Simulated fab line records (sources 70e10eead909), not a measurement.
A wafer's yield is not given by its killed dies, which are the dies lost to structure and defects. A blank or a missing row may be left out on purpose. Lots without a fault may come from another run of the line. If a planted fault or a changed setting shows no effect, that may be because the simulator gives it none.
fab line records -- flow nand-harc -- part 1 of 2: steps 1 to 29 of 35
record: lots: 5, wafers: 15, last-day: 32
route steps=1302 shown A_STAIRCASE@872 A_SGD_CUT@890
lots that met no fault: taken from a fault-free run of the same line
start-h: hours from the record's opening day to when the first of the lot's shown wafers began -- wait-h: how many hours have passed since the lot's step before this one -- " unchanged from the row above -- L1.1+2: a single row standing in for several wafers -- - no value present, or no start provided -- * or withheld: withheld -- < > ~ a bound
route shown NAME@n: a module of which the file shows steps, and the number in the route of the first -- usual: mean/standard deviation of fault-free wafers -- same: alike in all rows -- chamber/n: place in a boat -- sites: the reading at each site -- _std_site: the standard deviation of these -- _edge_site: mean of outer sites minus mean of inner sites -- radius-mm: how far each site lies from the wafer's centre -- mask NAME#n: copy n -- behind: the tool/chamber that last shaped the wafer -- hold: reason for holding the lot/hours on hold/outcome of the hold -- device: the n, p or np transistor that did not switch -- end of line: the same wafers' tests at the end of the route -- a step without rows: its recipe alone -- killed: the dies lost at the first sort to structure and to defects; this is not the yield of the wafer -- map: a wafer's dies, x killed, . not, _ none there
set.NAME: setting as actually run; set.NAME@STEP: the setting as run at that earlier step -- model.NAME: the simulator's own value behind a step, which no gauge read
a table for each step, a row for each wafer; lots at some steps of the route
services: a tool's chamber out of use, with start hour (start-h, from the record's first day; less than 0 if before it), hours out, and reason
== steps ==
step: NHARC_A_STAIRCASE_STRIP_446
recipe: power-w: 1500, temp-c: 250, chemistry: O2
usual: drypump-motor-current-A: 5.9/0.36, heater-power-w: 315/25
lot.wafer,tool,chamber,start-h,wait-h,drypump-motor-current-A,heater-power-w,rf-hours-counter-h
L074.1,plasma-asher-01,1,442.64,0.0,5.7,299,22
L074.6,plasma-asher-01,1,442.64,0.0,5.6,294,-
L074.5,plasma-asher-01,0,442.64,0.0,6.5,355,-
L084.2,plasma-asher-01,1,534.04,0.1,5.7,292,2
L084.4,plasma-asher-01,1,534.04,0.1,5.7,298,-
L084.5,plasma-asher-01,1,534.04,0.1,5.7,296,-
L087.1,plasma-asher-02,0,557.42,0.1,6.2,291,26
L087.5,plasma-asher-02,1,557.42,0.1,5.5,337,-
L087.6,plasma-asher-02,0,557.42,0.1,6.2,291,-
L096.2,plasma-asher-02,1,637.85,0.0,5.6,314,5
L096.4,plasma-asher-02,1,637.85,0.0,5.6,315,-
L096.5,plasma-asher-02,0,637.85,0.0,6.1,288,-
L095.2,plasma-asher-01,1,640.71,0.0,5.6,291,24
L095.1,plasma-asher-01,0,640.71,0.0,6.5,324,24
L095.3,plasma-asher-01,1,640.71,0.0,5.7,282,-
step: NHARC_A_STAIRCASE_STRIP_447
recipe: time-s: 900, temp-c: 130, chemistry: SPM
lot.wafer,tool,chamber,start-h,wait-h
L074.5+6+1,wet-bench-07,"3,5,0",442.99,0.1
L084.4+5+2,wet-bench-02,"1,3,6",534.35,0.2
L087.5+1+6,wet-bench-06,"5,6,0",557.72,0.1
L096.5+2+4,wet-bench-02,"5,6,7",638.20,0.1
L095.2+3+1,wet-bench-06,"5,6,0",641.06,0.3
step: NHARC_A_STAIRCASE_PRECLEAN_448
recipe: time-s: *, temp-c: 50, bath-age-min: 0, chemistry: SC1
lot.wafer,tool,chamber,start-h,wait-h
L074.5+6+1,wet-bench-07,"3,5,0",-,-
L084.4+5+2,wet-bench-02,"1,3,6",-,-
L087.5+1+6,wet-bench-06,"5,6,0",-,-
L096.5+2+4,wet-bench-02,"5,6,7",-,-
L095.2+3+1,wet-bench-06,"5,6,0",-,-
step: NHARC_A_STAIRCASE_SRD_449
lot.wafer,tool,chamber,start-h,wait-h
L074.5+6+1,wet-bench-07,"3,5,0",-,-
L084.4+5+2,wet-bench-02,"1,3,6",-,-
L087.5+1+6,wet-bench-06,"5,6,0",-,-
L096.5+2+4,wet-bench-02,"5,6,7",-,-
L095.2+3+1,wet-bench-06,"5,6,0",-,-
step: NHARC_A_STAIRCASE_CMP_450
recipe: target-thk-nm: 200, material: SiO2
usual: motor-current-A: 12.3/1.3, retaining-ring-pressure-frac: 1.000/0.0052
lot.wafer,tool,chamber,start-h,wait-h,motor-current-A,retaining-ring-pressure-frac
L074.1,cmp-02,1,443.46,-,14.1,1.006
L074.5,cmp-02,3,443.46,-,12.2,0.993
L074.6,cmp-02,0,443.46,-,12.2,1.001
L084.2,cmp-02,2,534.80,-,11.5,1.004
L084.4,cmp-02,3,534.80,-,12.4,1.002
L084.5,cmp-02,3,534.80,-,12.0,0.996
L087.1,cmp-02,2,558.26,-,10.8,0.996
L087.6,cmp-02,3,558.26,-,12.1,1.008
L087.5,cmp-02,0,558.26,-,11.5,1.005
L096.4,cmp-01,1,638.66,-,15.0,0.996
L096.2,cmp-01,2,638.66,-,10.6,1.002
L096.5,cmp-01,1,638.66,-,15.4,1.001
L095.2,cmp-03,2,641.52,-,11.0,1.003
L095.1,cmp-03,3,641.52,-,14.6,1.004
L095.3,cmp-03,0,641.52,-,11.1,0.996
step: NHARC_A_STAIRCASE_CMP_152
usual: motor-current-A: 12.3/1.4, retaining-ring-pressure-frac: 1.001/0.005
lot.wafer,tool,chamber,start-h,wait-h,motor-current-A,retaining-ring-pressure-frac
L074.1,cmp-02,1,443.54,0.1,13.2,1.004
L074.5,cmp-02,3,443.54,0.1,11.7,1.006
L074.6,cmp-02,0,443.54,0.1,11.5,0.996
L084.2,cmp-02,2,534.87,0.1,9.9,1.002
L084.4,cmp-02,3,534.87,0.1,12.1,0.988
L084.5,cmp-02,3,534.87,0.1,11.5,0.993
L087.1,cmp-02,2,558.33,0.1,11.3,1.004
L087.6,cmp-02,3,558.33,0.1,11.8,1.005
L087.5,cmp-02,0,558.33,0.1,11.5,1.007
L096.4,cmp-01,1,638.73,0.1,14.5,1.004
L096.2,cmp-01,2,638.73,0.1,10.5,1.000
L096.5,cmp-01,1,638.73,0.1,14.5,1.006
L095.2,cmp-03,2,641.59,0.1,11.3,1.002
L095.1,cmp-03,3,641.59,0.1,14.7,1.002
L095.3,cmp-03,0,641.59,0.1,11.1,1.005
step: NHARC_A_STAIRCASE_SRD_154
lot.wafer,tool,chamber,start-h,wait-h
L074.1+5+6,wet-bench-07,"0,1,3",443.80,0.0
L084.2+4+5,wet-bench-06,"2,6,7",535.16,0.0
L087.5+1+6,wet-bench-07,"2,3,6",558.58,0.0
L096.4+2+5,wet-bench-02,"1,2,3",639.02,0.0
L095.3+1+2,wet-bench-07,"4,5,0",641.88,0.0
step: NHARC_A_STAIRCASE_ETCH_403
recipe: target-depth-a: 1082, chemistry: dHF, material: SiO2
lot.wafer,tool,chamber,start-h,wait-h
L074.1+5+6,wet-bench-07,"0,1,3",443.83,0.0
L084.2+4+5,wet-bench-06,"2,6,7",535.21,0.0
L087.5+1+6,wet-bench-07,"2,3,6",558.60,0.0
L096.4+2+5,wet-bench-02,"1,2,3",639.05,0.0
L095.3+1+2,wet-bench-07,"4,5,0",641.90,0.0
step: NHARC_A_STAIRCASE_ETCHBACK_422
recipe: target-depth-a: 400, over-etch-frac: 0.3, time-s: 74.286, ion-energy-ev: 120, ch3f-flow-sccm: 50, o2-flow-sccm: 30, ar-flow-sccm: 200, rf-w: 500, bias-w: 100, chemistry: CH3F/O2
usual: ch3f-flow-sccm: 49.99/0.16, drypump-motor-current-A: 5.7/0.56, oes-product-au: 0.95/0.034, rf-vpp-V: 244.1/1.9, showerhead-plenum-p-Torr: 2.45/0.13, throttle-valve-pct: 20.663/0.0093
lot.wafer,tool,chamber,start-h,wait-h,ch3f-flow-sccm,drypump-motor-current-A,oes-product-au,rf-hours-counter-h,rf-vpp-V,showerhead-plenum-p-Torr,throttle-valve-pct
L074.1,rie-diel-12,2,443.97,0.1,50.03,5.1,0.93,54,242.1,2.27,20.671
L074.5,rie-diel-12,2,443.97,0.1,49.89,5.1,0.93,-,242.0,2.27,20.662
L074.6,rie-diel-12,3,443.97,0.1,49.94,5.7,0.92,-,245.6,2.53,20.664
L084.4,rie-diel-12,1,535.40,0.1,50.07,6.5,1.01,27,244.2,2.41,20.673
L084.2,rie-diel-12,2,535.40,0.1,49.83,5.1,1.01,30,246.4,2.65,20.652
L084.5,rie-diel-12,1,535.40,0.1,50.00,6.5,1.00,-,242.2,2.41,20.673
L087.1,rie-diel-13,3,558.77,0.2,50.19,5.4,0.98,8,244.5,2.53,20.658
L087.5,rie-diel-13,2,558.77,0.2,49.96,5.3,0.97,-,243.2,2.32,20.650
L087.6,rie-diel-13,3,558.77,0.2,49.86,5.4,0.97,-,246.7,2.53,20.665
L096.2,rie-diel-13,3,639.21,0.2,49.75,5.4,0.93,32,245.6,2.52,20.661
L096.4,rie-diel-13,0,639.21,0.2,49.86,6.2,0.92,37,244.8,2.42,20.669
L096.5,rie-diel-13,2,639.21,0.2,49.95,5.3,0.91,-,242.1,2.31,20.665
L095.2,rie-diel-12,2,642.06,0.1,50.10,5.1,1.01,0,247.2,2.64,20.665
L095.1,rie-diel-12,3,642.06,0.1,49.86,5.7,1.00,0,245.6,2.50,20.649
L095.3,rie-diel-12,1,642.06,0.1,50.04,6.5,1.01,0,243.3,2.40,20.665
step: NHARC_A_STAIRCASE_ETCH_423
recipe: target-depth-a: 300, chemistry: dHF, material: SiO2
lot.wafer,tool,chamber,start-h,wait-h
L074.5+1+6,wet-bench-06,"7,1,2",444.15,-
L084.5+4+2,wet-bench-06,"1,2,3",535.57,0.1
L087.1+5+6,wet-bench-06,"1,2,5",558.93,0.1
L096.5+2+4,wet-bench-07,"6,7,0",639.40,0.1
L095.3+1+2,wet-bench-06,"1,2,5",642.22,0.1
step: NHARC_A_STAIRCASE_ETCHBACK_157
recipe: target-depth-a: 900, over-etch-frac: 0.3, time-s: 167.14, ion-energy-ev: 120, ch3f-flow-sccm: 50, o2-flow-sccm: 30, ar-flow-sccm: 200, rf-w: 500, bias-w: 100, chemistry: CH3F/O2
usual: ch3f-flow-sccm: 50.00/0.14, drypump-motor-current-A: 5.7/0.6, oes-product-au: 0.97/0.032, rf-vpp-V: 244.8/2, showerhead-plenum-p-Torr: 2.49/0.13, throttle-valve-pct: 20.663/0.0098
lot.wafer,tool,chamber,start-h,wait-h,ch3f-flow-sccm,drypump-motor-current-A,oes-product-au,rf-hours-counter-h,rf-vpp-V,showerhead-plenum-p-Torr,throttle-valve-pct
L074.1,rie-diel-12,2,444.39,0.2,50.08,5.1,0.96,54,241.3,2.27,20.669
L074.5,rie-diel-12,3,444.39,0.2,49.72,5.7,0.94,-,244.5,2.53,20.683
L074.6,rie-diel-12,0,444.39,0.2,49.89,4.9,0.94,-,241.7,2.30,20.647
L084.4,rie-diel-02,3,535.83,0.2,49.70,6.0,0.92,43,242.4,2.36,20.647
L084.2,rie-diel-02,0,535.83,0.2,50.12,5.8,0.92,47,247.0,2.62,20.664
L084.5,rie-diel-02,2,535.83,0.2,50.32,6.6,0.93,-,242.7,2.40,20.655
L087.1,rie-diel-02,1,559.11,0.2,49.95,5.0,0.98,52,247.4,2.64,20.682
L087.5,rie-diel-02,1,559.11,0.2,49.90,5.0,0.99,-,247.9,2.64,20.663
L087.6,rie-diel-02,2,559.11,0.2,50.01,6.5,0.93,-,244.1,2.40,20.658
L096.4,rie-diel-12,0,639.56,0.1,50.12,4.9,0.99,0,247.9,2.66,20.667
L096.2,rie-diel-12,3,639.56,0.1,50.13,5.7,1.00,0,243.7,2.50,20.660
L096.5,rie-diel-12,0,639.56,0.1,50.09,4.9,1.00,-,247.6,2.66,20.668
L095.3,rie-diel-02,2,642.42,0.2,50.16,6.6,0.98,25,244.7,2.38,20.656
L095.1,rie-diel-02,0,642.42,0.2,50.06,5.8,0.99,21,247.4,2.60,20.660
L095.2,rie-diel-02,1,642.42,0.2,49.84,5.0,0.98,23,247.7,2.63,20.669
step: NHARC_A_STAIRCASE_STRIP_475
recipe: time-s: 20, o2-flow-sccm: 500, ar-flow-sccm: 0, bias-w: 0, chemistry: O2
usual: drypump-motor-current-A: 5.7/0.61, oes-product-au: 0.998/0.0075, rf-vpp-V: 57.9/0.89, showerhead-plenum-p-Torr: 3.58/0.18, throttle-valve-pct: 17.035/0.0094
lot.wafer,tool,chamber,start-h,wait-h,drypump-motor-current-A,oes-product-au,rf-hours-counter-h,rf-vpp-V,showerhead-plenum-p-Torr,throttle-valve-pct
L074.1,rie-diel-12,3,-,-,5.8,1.007,57,57.5,3.62,17.030
L074.5,rie-diel-12,0,-,-,4.9,0.990,-,57.8,3.31,17.042
L074.6,rie-diel-12,1,-,-,6.5,1.005,-,57.3,3.48,17.030
L084.4,rie-diel-02,3,-,-,6.0,0.983,43,57.6,3.40,17.025
L084.2,rie-diel-02,1,-,-,5.0,0.990,44,56.7,3.78,17.034
L084.5,rie-diel-02,0,-,-,5.8,0.992,-,58.3,3.75,17.027
L087.1,rie-diel-02,2,-,-,6.6,1.003,49,58.9,3.44,17.033
L087.6,rie-diel-02,1,-,-,5.0,0.998,-,58.0,3.78,17.037
L087.5,rie-diel-02,2,-,-,6.6,1.003,-,58.3,3.44,17.037
L096.4,rie-diel-12,2,-,-,5.1,0.997,0,58.2,3.78,17.040
L096.2,rie-diel-12,3,-,-,5.7,1.012,0,57.8,3.59,17.033
L096.5,rie-diel-12,1,-,-,6.6,0.998,-,57.2,3.45,17.028
L095.2,rie-diel-02,1,642.65,0.1,5.0,0.991,23,57.6,3.76,17.031
L095.3,rie-diel-02,2,642.65,0.1,6.5,0.992,25,59.0,3.43,17.035
L095.1,rie-diel-02,0,642.65,0.1,5.8,1.003,21,58.3,3.73,17.022
step: NHARC_A_STAIRCASE_DEP_471
recipe: target-thk-a: 1000, temp-c: 400, pressure-torr: 6.5, rf-w: 900, teos-flow-sccm: 161.4, flow-sccm: 2650, target-thk-nm: 100, gas: O2, material: SiO2
usual: chamber-pressure-Torr: 6.498/0.015, heater-power-w: 557/120, throttle-valve-pct: 15.9/0.59
lot.wafer,tool,chamber,start-h,wait-h,chamber-pressure-Torr,heater-power-w,throttle-valve-pct
L074.1,pecvd-04,0,444.61,-,6.490,517,16.5
L074.5,pecvd-04,0,444.61,-,6.476,531,16.5
L074.6,pecvd-04,2,444.61,-,6.498,480,17.0
L084.2,pecvd-02,2,536.10,-,6.518,429,15.8
L084.4,pecvd-02,2,536.10,-,6.473,448,15.5
L084.5,pecvd-02,1,536.10,-,6.496,582,14.8
L087.1,pecvd-01,0,559.82,-,6.487,371,15.5
L087.5,pecvd-01,0,559.82,-,6.469,375,15.6
L087.6,pecvd-01,1,559.82,-,6.496,862,15.1
L096.2,pecvd-01,2,639.87,-,6.501,538,15.7
L096.4,pecvd-01,2,639.87,-,6.536,548,15.7
L096.5,pecvd-01,0,639.87,-,6.499,363,15.7
L095.2,pecvd-01,1,642.76,-,6.518,819,15.3
L095.1,pecvd-01,0,642.76,-,6.483,421,15.8
L095.3,pecvd-01,1,642.76,-,6.485,806,15.5
step: NHARC_A_STAIRCASE_CMP_472
recipe: material: SiO2
usual: motor-current-A: 12.3/1.4, retaining-ring-pressure-frac: 1.001/0.0047
lot.wafer,tool,chamber,start-h,wait-h,motor-current-A,retaining-ring-pressure-frac
L074.1,cmp-02,2,444.91,0.3,11.3,1.000
L074.6,cmp-02,1,444.91,0.3,13.9,1.007
L074.5,cmp-02,2,444.91,0.3,11.3,0.997
L084.4,cmp-03,0,536.37,0.2,11.4,1.004
L084.2,cmp-03,1,536.37,0.2,13.1,1.002
L084.5,cmp-03,1,536.37,0.2,13.5,0.998
L087.1,cmp-01,2,560.15,0.3,10.2,0.998
L087.5,cmp-01,3,560.15,0.3,11.0,1.001
L087.6,cmp-01,0,560.15,0.3,12.3,0.995
L096.4,cmp-01,0,640.12,0.1,11.7,1.002
L096.2,cmp-01,3,640.12,0.1,12.0,0.995
L096.5,cmp-01,0,640.12,0.1,12.2,0.998
L095.3,cmp-02,2,643.15,0.3,10.9,0.995
L095.2,cmp-02,3,643.15,0.3,12.0,1.010
L095.1,cmp-02,0,643.15,0.3,11.8,1.003
step: NHARC_A_STAIRCASE_SRD_474
lot.wafer,tool,chamber,start-h,wait-h
L074.5+1+6,wet-bench-06,"5,6,7",445.16,0.0
L084.4+5+2,wet-bench-02,"5,7,1",536.64,0.0
L087.5+1+6,wet-bench-06,"7,1,3",560.34,0.0
L096.5+4+2,wet-bench-02,"5,6,7",640.39,0.0
L095.1+2+3,wet-bench-02,"2,3,4",643.39,0.1
step: NHARC_A_STAIRCASE_INSPECT_155
usual: raw-defect-count: 454/130
lot.wafer,tool,chamber,start-h,wait-h,raw-defect-count
L074.1,defect-inspect-02,-,445.23,0.1,317
L074.5,defect-inspect-02,-,445.23,0.1,320
L074.6,defect-inspect-02,-,445.23,0.1,388
L084.2,defect-inspect-01,-,536.72,0.1,456
L084.4,defect-inspect-01,-,536.72,0.1,404
L084.5,defect-inspect-01,-,536.72,0.1,408
L087.1,defect-inspect-02,-,560.41,0.1,408
L087.5,defect-inspect-02,-,560.41,0.1,499
L087.6,defect-inspect-02,-,560.41,0.1,487
L096.2,defect-inspect-01,-,640.46,0.1,526
L096.4,defect-inspect-01,-,640.46,0.1,624
L096.5,defect-inspect-01,-,640.46,0.1,274
L095.1,defect-inspect-01,-,643.46,0.1,423
L095.2,defect-inspect-01,-,643.46,0.1,333
L095.3,defect-inspect-01,-,643.46,0.1,325
step: NHARC_A_SGD_CUT_DEP_00
recipe: target-thk-a: 500, temp-c: 400, target-thk-nm: 50, flow-sccm: 200, rf-w: 450, material: SiNx
usual: heater-power-w: 684/81
lot.wafer,tool,chamber,start-h,wait-h,heater-power-w
L074.1,pecvd-02,0,445.30,0.1,643
L074.6,pecvd-02,0,445.30,0.1,638
L074.5,pecvd-02,2,445.30,0.1,581
L084.2,pecvd-02,0,536.78,0.1,536
L084.5,pecvd-02,0,536.78,0.1,541
L084.4,pecvd-02,1,536.78,0.1,785
L087.1,pecvd-04,2,560.65,0.2,673
L087.6,pecvd-04,0,560.65,0.2,790
L087.5,pecvd-04,1,560.65,0.2,721
L096.2,pecvd-02,2,640.53,0.1,607
L096.5,pecvd-02,2,640.53,0.1,614
L096.4,pecvd-02,1,640.53,0.1,810
L095.1,pecvd-03,2,643.53,0.1,672
L095.2,pecvd-03,0,643.53,0.1,659
L095.3,pecvd-03,1,643.53,0.1,719
step: NHARC_A_SGD_CUT_DEHYDRATE_01
recipe: temp-c: 150, time-s: 120
lot.wafer,tool,chamber,start-h,wait-h
L074.1+5+6,litho-track-04,0,445.57,0.2
L084.2+4+5,litho-track-06,0,537.05,0.2
L087.1+5+6,litho-track-06,0,560.93,0.2
L096.2+4+5,litho-track-04,0,640.80,0.2
L095.1+2+3,litho-track-06,0,643.80,0.2
step: NHARC_A_SGD_CUT_HMDS_02
recipe: time-s: 30
lot.wafer,tool,chamber,start-h,wait-h
L074.1+5+6,litho-track-04,0,-,-
L084.2+4+5,litho-track-06,0,-,-
L087.1+5+6,litho-track-06,0,-,-
L096.2+4+5,litho-track-04,0,-,-
L095.1+2+3,litho-track-06,0,-,-
step: NHARC_A_SGD_CUT_COAT_56
recipe: temp-c: 260, time-s: 75
lot.wafer,tool,chamber,start-h,wait-h
L074.1+5+6,litho-track-04,0,-,-
L084.2+4+5,litho-track-06,0,-,-
L087.1+5+6,litho-track-06,0,-,-
L096.2+4+5,litho-track-04,0,-,-
L095.1+2+3,litho-track-06,0,-,-
step: NHARC_A_SGD_CUT_COAT_57
recipe: temp-c: 225, time-s: 65
lot.wafer,tool,chamber,start-h,wait-h
L074.1+5+6,litho-track-04,0,-,-
L084.2+4+5,litho-track-06,0,-,-
L087.1+5+6,litho-track-06,0,-,-
L096.2+4+5,litho-track-04,0,-,-
L095.1+2+3,litho-track-06,0,-,-
step: NHARC_A_SGD_CUT_COAT_03
recipe: spin-rpm: 1500, resist-thk-nm: 90
usual: dispense-pressure-kPa: 50.3/0.95
lot.wafer,tool,chamber,start-h,wait-h,dispense-pressure-kPa
L074.1,litho-track-04,0,-,-,50.1
L074.5,litho-track-04,0,-,-,50.1
L074.6,litho-track-04,0,-,-,50.1
L084.2,litho-track-06,0,-,-,49.6
L084.4,litho-track-06,0,-,-,49.5
L084.5,litho-track-06,0,-,-,49.5
L087.1,litho-track-06,0,-,-,49.5
L087.5,litho-track-06,0,-,-,49.5
L087.6,litho-track-06,0,-,-,49.6
L096.2,litho-track-04,0,-,-,50.1
L096.4,litho-track-04,0,-,-,50.0
L096.5,litho-track-04,0,-,-,50.1
L095.1,litho-track-06,0,-,-,49.5
L095.2,litho-track-06,0,-,-,49.5
L095.3,litho-track-06,0,-,-,49.5
step: NHARC_A_SGD_CUT_SOFTBAKE_04
recipe: temp-c: 105, time-s: 55
lot.wafer,tool,chamber,start-h,wait-h
L074.1+5+6,litho-track-04,0,-,-
L084.2+4+5,litho-track-06,0,-,-
L087.1+5+6,litho-track-06,0,-,-
L096.2+4+5,litho-track-04,0,-,-
L095.1+2+3,litho-track-06,0,-,-
step: NHARC_A_SGD_CUT_EBR_05
lot.wafer,tool,chamber,start-h,wait-h
L074.1+5+6,litho-track-04,0,-,-
L084.2+4+5,litho-track-06,0,-,-
L087.1+5+6,litho-track-06,0,-,-
L096.2+4+5,litho-track-04,0,-,-
L095.1+2+3,litho-track-06,0,-,-
step: NHARC_A_SGD_CUT_EXPOSE_06
recipe: na: 1.35, dose-mj: 85.59, mask-id: SGD
usual: exposure-dose-mJ-cm2: 85.55/0.12
lot.wafer,tool,chamber,start-h,wait-h,mask,exposure-dose-mJ-cm2
L074.1,arfi-scanner-01,0,445.88,-,SGD#0,85.58
L074.5,arfi-scanner-01,0,445.88,-,SGD#0,85.48
L074.6,arfi-scanner-01,0,445.88,-,SGD#0,85.61
L084.2,arfi-scanner-03,0,537.37,-,SGD#0,85.67
L084.4,arfi-scanner-03,0,537.37,-,SGD#0,85.47
L084.5,arfi-scanner-03,0,537.37,-,SGD#0,85.56
L087.1,arfi-scanner-02,0,561.24,-,SGD#0,85.34
L087.5,arfi-scanner-02,0,561.24,-,SGD#0,85.25
L087.6,arfi-scanner-02,0,561.24,-,SGD#0,85.39
L096.2,arfi-scanner-03,0,640.99,-,SGD#0,85.62
L096.4,arfi-scanner-03,0,640.99,-,SGD#0,85.70
L096.5,arfi-scanner-03,0,640.99,-,SGD#0,85.63
L095.1,arfi-scanner-03,0,644.11,-,SGD#0,85.40
L095.2,arfi-scanner-03,0,644.11,-,SGD#0,85.48
L095.3,arfi-scanner-03,0,644.11,-,SGD#0,85.54
step: NHARC_A_SGD_CUT_PEB_07
recipe: peb-temp-c: 100, peb-time-s: 65
lot.wafer,tool,chamber,start-h,wait-h
L074.1+5+6,litho-track-01,0,445.94,0.1
L084.2+4+5,litho-track-04,0,537.43,0.1
L087.1+5+6,litho-track-01,0,561.30,0.1
L096.2+4+5,litho-track-04,0,641.04,0.1
L095.1+2+3,litho-track-01,0,644.17,0.1
step: NHARC_A_SGD_CUT_DEVELOP_08
recipe: develop-time-s: 35, dev-temp-c: 23
lot.wafer,tool,chamber,start-h,wait-h
L074.1+5+6,litho-track-01,0,-,-
L084.2+4+5,litho-track-04,0,-,-
L087.1+5+6,litho-track-01,0,-,-
L096.2+4+5,litho-track-04,0,-,-
L095.1+2+3,litho-track-01,0,-,-
step: NHARC_A_SGD_CUT_CD_MEAS_09
recipe: target-cd-nm: 100, landing-energy-ev: 500
usual: cd-nm: 100.0/0.58
lot.wafer,tool,chamber,start-h,wait-h,cd-nm
L074.1,cd-sem-03,0,446.02,-,100.9
L074.5,cd-sem-03,0,446.02,-,100.2
L074.6,cd-sem-03,0,446.02,-,100.8
L084.2,cd-sem-01,0,537.51,-,100.5
L084.4,cd-sem-01,0,537.51,-,100.1
L084.5,cd-sem-01,0,537.51,-,99.9
L087.1,cd-sem-02,0,561.38,-,100.3
L087.5,cd-sem-02,0,561.38,-,99.6
L087.6,cd-sem-02,0,561.38,-,100.8
L096.2,cd-sem-01,0,641.12,-,100.0
L096.4,cd-sem-01,0,641.12,-,101.2
L096.5,cd-sem-01,0,641.12,-,100.9
L095.1,cd-sem-01,0,644.25,-,99.5
L095.2,cd-sem-01,0,644.25,-,99.3
L095.3,cd-sem-01,0,644.25,-,99.0
step: NHARC_A_SGD_CUT_OVL_MEAS_10
usual: overlay-x-nm: 0.0/0.71, overlay-y-nm: -0.3/0.73
lot.wafer,tool,chamber,start-h,wait-h,overlay-x-nm,overlay-y-nm
L074.1,overlay-02,-,446.11,-,-0.7,0.4
L074.5,overlay-02,-,446.11,-,-0.3,0.4
L074.6,overlay-02,-,446.11,-,0.1,0.4
L084.2,overlay-02,-,537.59,-,0.3,-2.1
L084.4,overlay-02,-,537.59,-,0.5,-2.3
L084.5,overlay-02,-,537.59,-,0.0,-1.9
L087.1,overlay-01,-,561.46,-,-0.2,-0.4
L087.5,overlay-01,-,561.46,-,-0.5,-0.3
L087.6,overlay-01,-,561.46,-,-0.3,-0.2
L096.2,overlay-02,-,641.21,-,0.6,-0.1
L096.4,overlay-02,-,641.21,-,0.3,0.2
L096.5,overlay-02,-,641.21,-,0.7,-0.1
L095.1,overlay-02,-,644.34,-,-0.2,0.5
L095.2,overlay-02,-,644.34,-,-0.1,0.2
L095.3,overlay-02,-,644.34,-,0.4,0.2
